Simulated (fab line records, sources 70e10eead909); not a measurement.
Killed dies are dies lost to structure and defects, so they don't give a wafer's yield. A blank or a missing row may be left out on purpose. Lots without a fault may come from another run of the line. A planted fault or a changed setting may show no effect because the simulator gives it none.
Chamber matching | flow nand_harc | NHARC_A_WL_FILL_ALD_02 on ald_metal-03: 4 sister chambers
The step deposits TiN, target thk 2 nm, pulse time 3 s, ald cycles 100. 8 wafers are shown with their chamber, then 7 later ones without.

WAFERS WITH THEIR CHAMBER
wafer  | chamber | heater_power_w (W) | precursor_pulse_height_rel
L977.3 | 2       | 1086               | 0.980
L976.1 | 2       | 1127               | 1.000
L976.6 | 1       | 825                | 0.986
L985.3 | 0       | 993                | 1.027
L985.4 | 1       | 827                | 0.991
L985.5 | 0       | 1003               | 0.994
L990.1 | 3       | 958                | 1.029
L990.5 | 3       | 979                | 0.996

WAFERS WITHOUT THEIR CHAMBER
wafer  | heater_power_w (W) | precursor_pulse_height_rel
L990.6 | 1028               | 1.006
L993.1 | 1121               | 1.012
L993.3 | 851                | 0.976
L993.4 | 962                | 1.019
L997.1 | 1018               | 0.995
L997.3 | 849                | 1.014
L997.4 | 859                | 1.034

WHICH CHAMBER EACH WENT THROUGH
wafer  | from the rows above     | in truth
L990.6 | can't be placed: 0 or 3 | 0
L993.1 | 2                       | 2
L993.3 | 1                       | 1
L993.4 | can't be placed: 3 or 0 | 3
L997.1 | can't be placed: 0 or 3 | 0
L997.3 | 1                       | 1
L997.4 | 1                       | 1
Placed correctly: 4 of 7. Can't be placed from these rows: 3 (the true chamber is among the candidates in 3). Placed wrongly: 0.
How it was worked out, from the rows above alone: a wafer's distance from a chamber is the root of the sum, over the readings, of the square of ((its reading less the chamber's mean) divided by the reading's scatter). The wafer belongs to the nearest chamber; if the next one is less than 2 further off, it can't be placed. A chamber's mean is the mean of its shown wafers. The scatter: the root of (the sum of the squares of (reading less its chamber's mean) over the shown wafers, divided by (wafers less chambers)).
